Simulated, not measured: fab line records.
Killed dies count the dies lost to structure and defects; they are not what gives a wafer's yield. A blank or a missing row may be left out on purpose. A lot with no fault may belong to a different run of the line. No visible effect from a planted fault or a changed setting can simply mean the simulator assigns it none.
Chamber matching    flow nandHarc    NHARC_A_CONTACT_DEP_58 on pecvd-02: 3 sister chambers
The step deposits SiON, target thk 90 nm. 6 wafers are shown with their chamber, then 7 later ones without.

== WAFERS PAIRED WITH THEIR CHAMBERS ==
wafer   chamber  heaterPowerW (W)
L079.4  2        620
L085.1  2        622
L085.4  0        781
L085.6  1        666
L090.2  1        626
L090.5  0        693

== WAFERS WITHOUT THEIR CHAMBER ==
wafer   heaterPowerW (W)
L090.6  620
L092.2  710
L092.4  718
L092.5  689
L095.4  679
L095.5  655
L095.6  735

== WHICH CHAMBER EACH WENT THROUGH ==
wafer   from the rows above           in truth
L090.6  can't be placed: 2 or 1       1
L092.2  can't be placed: 0 or 1 or 2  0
L092.4  can't be placed: 0 or 1 or 2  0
L092.5  can't be placed: 1 or 0 or 2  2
L095.4  can't be placed: 1 or 0 or 2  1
L095.5  can't be placed: 1 or 2 or 0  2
L095.6  0                             0
Correctly placed: 1 of 7. These rows do not allow placing 6 (true chamber among the candidates in 6). Wrongly placed: 0.
How it was worked out, from the rows above alone: a wafer's distance from a chamber is the root of the sum, over the readings, of the square of ((its reading less the chamber's mean) divided by the reading's scatter). If the next closest chamber is less than 2 further off than the closest, the wafer can't be placed; otherwise it belongs to the closest. Each chamber's mean is taken over the wafers shown for it. The scatter: the root of (the sum of the squares of (reading less its chamber's mean) over the shown wafers, divided by (wafers less chambers)).
